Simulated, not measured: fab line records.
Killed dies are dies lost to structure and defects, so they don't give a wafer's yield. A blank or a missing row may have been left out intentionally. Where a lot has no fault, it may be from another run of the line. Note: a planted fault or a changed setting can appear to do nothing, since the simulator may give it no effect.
Chamber matching ; flow n5-finfet ; N5_HKMG_FIN_ETCH_86 on rie-diel-02 has 4 sister chambers
The step etches SOC in N2/H2, stops on TiN, target depth 393.2 nm. 8 wafers are shown with their chamber, then 8 later ones without.

== EACH WAFER AND ITS CHAMBER ==
wafer;chamber;drypump-motor-current-A (A);throttle-valve-pct (%)
L075.3;1;5.5;18.21
L078.2;2;5.2;17.50
L078.3;0;6.3;17.72
L078.6;3;5.7;17.62
L079.1;3;5.7;17.63
L079.2;1;5.4;18.23
L079.3;2;5.2;17.53
L086.1;0;6.3;17.74

== WAFERS WHOSE CHAMBER IS MISSING ==
wafer;drypump-motor-current-A (A);throttle-valve-pct (%)
L086.2;5.5;18.26
L086.4;5.3;17.53
L093.1;5.7;17.26
L093.3;5.2;17.55
L093.5;6.3;17.76
L094.1;6.4;17.78
L094.2;5.7;17.26
L094.5;5.3;17.56

== CHAMBER TAKEN BY EACH ==
wafer;from the rows above;in truth
L086.2;1;1
L086.4;2;2
L093.1;2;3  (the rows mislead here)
L093.3;2;2
L093.5;0;0
L094.1;0;0
L094.2;2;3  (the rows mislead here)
L094.5;2;2
6 of 8 placed correctly. Left unplaced by these rows: 0. Number placed wrongly: 2.
How it was worked out, from the rows above alone: a wafer's distance from a chamber is the root of the sum, over the readings, of the square of ((its reading less the chamber's mean) divided by the reading's scatter). If the next closest chamber is less than 2 further off than the closest, the wafer can't be placed; otherwise it belongs to the closest. The mean given for a chamber averages the wafers shown for that chamber. The scatter is the square root of a quotient: the sum, over the shown wafers, of each reading's squared deviation from its chamber's mean, divided by wafers minus chambers.
